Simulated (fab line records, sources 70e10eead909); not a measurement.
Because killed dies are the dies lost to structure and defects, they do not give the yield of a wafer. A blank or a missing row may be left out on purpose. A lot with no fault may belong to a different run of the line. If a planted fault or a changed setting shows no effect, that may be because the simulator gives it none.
Chamber matching || flow nand harc || NHARC_A_CHANNEL_HOLE_D1_ETCH_44 on rie diel-03: 4 sister chambers
The step etches the open film in CF4/O2, target depth 140 nm, overetch 14 nm, time 77 s. 18 wafers are shown with their chamber, then 9 later ones without.

WAFERS WITH THEIR CHAMBER
{"wafer": "L491.1", "chamber": 2, "showerhead plenum p Torr (Torr)": 1.42, "drypump motor current A (A)": 6.3, "rf vpp V (V)": 200.0}
{"wafer": "L491.3", "chamber": 0, "showerhead plenum p Torr (Torr)": 1.31, "drypump motor current A (A)": 5.6, "rf vpp V (V)": 196.0}
{"wafer": "L491.4", "chamber": 3, "showerhead plenum p Torr (Torr)": 1.25, "drypump motor current A (A)": 6.1, "rf vpp V (V)": 196.3}
{"wafer": "L492.3", "chamber": 2, "showerhead plenum p Torr (Torr)": 1.42, "drypump motor current A (A)": 6.2, "rf vpp V (V)": 198.0}
{"wafer": "L492.4", "chamber": 1, "showerhead plenum p Torr (Torr)": 1.33, "drypump motor current A (A)": 5.9, "rf vpp V (V)": 196.4}
{"wafer": "L492.6", "chamber": 3, "showerhead plenum p Torr (Torr)": 1.25, "drypump motor current A (A)": 6.1, "rf vpp V (V)": 197.1}
{"wafer": "L499.1", "chamber": 1, "showerhead plenum p Torr (Torr)": 1.33, "drypump motor current A (A)": 5.9, "rf vpp V (V)": 198.5}
{"wafer": "L499.4", "chamber": 1, "showerhead plenum p Torr (Torr)": 1.33, "drypump motor current A (A)": 5.8, "rf vpp V (V)": 198.5}
{"wafer": "L499.5", "chamber": 2, "showerhead plenum p Torr (Torr)": 1.42, "drypump motor current A (A)": 6.2, "rf vpp V (V)": 199.1}
{"wafer": "L500.2", "chamber": 3, "showerhead plenum p Torr (Torr)": 1.25, "drypump motor current A (A)": 6.1, "rf vpp V (V)": 196.2}
{"wafer": "L500.4", "chamber": 3, "showerhead plenum p Torr (Torr)": 1.25, "drypump motor current A (A)": 6.1, "rf vpp V (V)": 195.7}
{"wafer": "L500.5", "chamber": 2, "showerhead plenum p Torr (Torr)": 1.42, "drypump motor current A (A)": 6.3, "rf vpp V (V)": 198.9}
{"wafer": "L502.2", "chamber": 1, "showerhead plenum p Torr (Torr)": 1.33, "drypump motor current A (A)": 5.8, "rf vpp V (V)": 196.6}
{"wafer": "L502.4", "chamber": 1, "showerhead plenum p Torr (Torr)": 1.33, "drypump motor current A (A)": 5.8, "rf vpp V (V)": 197.0}
{"wafer": "L501.3", "chamber": 2, "showerhead plenum p Torr (Torr)": 1.42, "drypump motor current A (A)": 6.2, "rf vpp V (V)": 200.0}
{"wafer": "L509.3", "chamber": 1, "showerhead plenum p Torr (Torr)": 1.32, "drypump motor current A (A)": 5.8, "rf vpp V (V)": 196.8}
{"wafer": "L509.5", "chamber": 2, "showerhead plenum p Torr (Torr)": 1.42, "drypump motor current A (A)": 6.3, "rf vpp V (V)": 199.3}
{"wafer": "L509.6", "chamber": 1, "showerhead plenum p Torr (Torr)": 1.32, "drypump motor current A (A)": 5.8, "rf vpp V (V)": 199.1}

SIGNATURES, as means of the wafers listed above
{"reading": "showerhead plenum p Torr", "chamber 0": 1.3100, "chamber 1": 1.3271, "chamber 2": 1.4200, "chamber 3": 1.2500, "scatter within a chamber": 0.00319}
{"reading": "drypump motor current A", "chamber 0": 5.600, "chamber 1": 5.829, "chamber 2": 6.250, "chamber 3": 6.100, "scatter within a chamber": 0.0457}
{"reading": "rf vpp V", "chamber 0": 196.000, "chamber 1": 197.557, "chamber 2": 199.217, "chamber 3": 196.325, "scatter within a chamber": 0.892}
Rule: distance of a wafer from a chamber = root of the sum over the readings of ((wafer's reading minus chamber's mean) / reading's scatter) squared. The wafer belongs to the nearest chamber; if the next one is less than 2 further off, it can't be placed. The scatter: the root of (the sum of the squares of (reading less its chamber's mean) over the shown wafers, divided by (wafers less chambers)).

WAFERS WITHOUT THEIR CHAMBER
{"wafer": "L511.1", "showerhead plenum p Torr (Torr)": 1.32, "drypump motor current A (A)": 5.8, "rf vpp V (V)": 196.7}
{"wafer": "L511.2", "showerhead plenum p Torr (Torr)": 1.25, "drypump motor current A (A)": 6.1, "rf vpp V (V)": 195.7}
{"wafer": "L511.3", "showerhead plenum p Torr (Torr)": 1.30, "drypump motor current A (A)": 5.7, "rf vpp V (V)": 196.0}
{"wafer": "L513.2", "showerhead plenum p Torr (Torr)": 1.30, "drypump motor current A (A)": 5.7, "rf vpp V (V)": 196.9}
{"wafer": "L513.4", "showerhead plenum p Torr (Torr)": 1.25, "drypump motor current A (A)": 6.1, "rf vpp V (V)": 194.4}
{"wafer": "L513.5", "showerhead plenum p Torr (Torr)": 1.32, "drypump motor current A (A)": 5.8, "rf vpp V (V)": 197.5}
{"wafer": "L514.1", "showerhead plenum p Torr (Torr)": 1.25, "drypump motor current A (A)": 6.1, "rf vpp V (V)": 196.3}
{"wafer": "L514.5", "showerhead plenum p Torr (Torr)": 1.32, "drypump motor current A (A)": 5.9, "rf vpp V (V)": 196.8}
{"wafer": "L514.6", "showerhead plenum p Torr (Torr)": 1.30, "drypump motor current A (A)": 5.6, "rf vpp V (V)": 198.1}

THE CHAMBER EACH PASSED THROUGH
{"wafer": "L511.1", "from the rows above": 1, "in truth": 1}
{"wafer": "L511.2", "from the rows above": 3, "in truth": 3}
{"wafer": "L511.3", "from the rows above": 0, "in truth": 0}
{"wafer": "L513.2", "from the rows above": 0, "in truth": 0}
{"wafer": "L513.4", "from the rows above": 3, "in truth": 3}
{"wafer": "L513.5", "from the rows above": 1, "in truth": 1}
{"wafer": "L514.1", "from the rows above": 3, "in truth": 3}
{"wafer": "L514.5", "from the rows above": 1, "in truth": 1}
{"wafer": "L514.6", "from the rows above": 0, "in truth": 0}
Correctly placed: 9 of 9. Not placeable from these rows: 0. Placed wrongly: 0.
